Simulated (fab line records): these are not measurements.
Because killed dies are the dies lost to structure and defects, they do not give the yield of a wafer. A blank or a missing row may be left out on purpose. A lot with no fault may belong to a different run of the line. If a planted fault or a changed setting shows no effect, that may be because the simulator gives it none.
Matching of chambers :: flow nand-harc :: NHARC_A_CHANNEL_FILL_D2_ALD_14 on ald-hk-01 has 4 sister chambers
The step deposits SiO2, target thk 2.5 nm, pulse time 10 s, ald cycles 25. 8 wafers are shown with their chamber, then 7 later ones without.

== WAFERS, EACH WITH ITS CHAMBER ==
wafer: L077.1
chamber: 2
heater-power-w (W): 384
precursor-pulse-height-rel: 1.019

wafer: L077.5
chamber: 3
heater-power-w (W): 446
precursor-pulse-height-rel: 0.990

wafer: L077.6
chamber: 0
heater-power-w (W): 485
precursor-pulse-height-rel: 1.029

wafer: L080.1
chamber: 2
heater-power-w (W): 395
precursor-pulse-height-rel: 0.987

wafer: L080.2
chamber: 0
heater-power-w (W): 498
precursor-pulse-height-rel: 1.004

wafer: L080.5
chamber: 1
heater-power-w (W): 504
precursor-pulse-height-rel: 1.007

wafer: L089.1
chamber: 3
heater-power-w (W): 461
precursor-pulse-height-rel: 1.017

wafer: L089.2
chamber: 1
heater-power-w (W): 505
precursor-pulse-height-rel: 0.989

== WAFERS WHOSE CHAMBER IS MISSING ==
wafer: L089.4
heater-power-w (W): 521
precursor-pulse-height-rel: 0.981

wafer: L089.3
heater-power-w (W): 402
precursor-pulse-height-rel: 1.029

wafer: L089.5
heater-power-w (W): 459
precursor-pulse-height-rel: 0.993

wafer: L089.6
heater-power-w (W): 488
precursor-pulse-height-rel: 0.998

wafer: L090.1
heater-power-w (W): 386
precursor-pulse-height-rel: 0.991

wafer: L090.2
heater-power-w (W): 492
precursor-pulse-height-rel: 0.990

wafer: L090.3
heater-power-w (W): 504
precursor-pulse-height-rel: 1.004

== CHAMBER TAKEN BY EACH ==
wafer: L089.4
from the rows above: can't be placed: 1 or 0
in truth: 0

wafer: L089.3
from the rows above: 2
in truth: 2

wafer: L089.5
from the rows above: 3
in truth: 3

wafer: L089.6
from the rows above: can't be placed: 0 or 1
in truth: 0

wafer: L090.1
from the rows above: 2
in truth: 2

wafer: L090.2
from the rows above: can't be placed: 0 or 1
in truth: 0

wafer: L090.3
from the rows above: can't be placed: 1 or 0
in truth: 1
Correct placement for 3 of the 7. From these rows, 4 cannot be placed; in 4 the true chamber is one of the candidates. Number placed wrongly: 0.
How it was worked out, from the rows above alone: a wafer's distance from a chamber is the root of the sum, over the readings, of the square of ((its reading less the chamber's mean) divided by the reading's scatter). The wafer belongs to the nearest chamber; if the next one is less than 2 further off, it can't be placed. Each chamber's mean is taken over the wafers shown for it. The scatter is the square root of a quotient: the sum, over the shown wafers, of each reading's squared deviation from its chamber's mean, divided by wafers minus chambers.
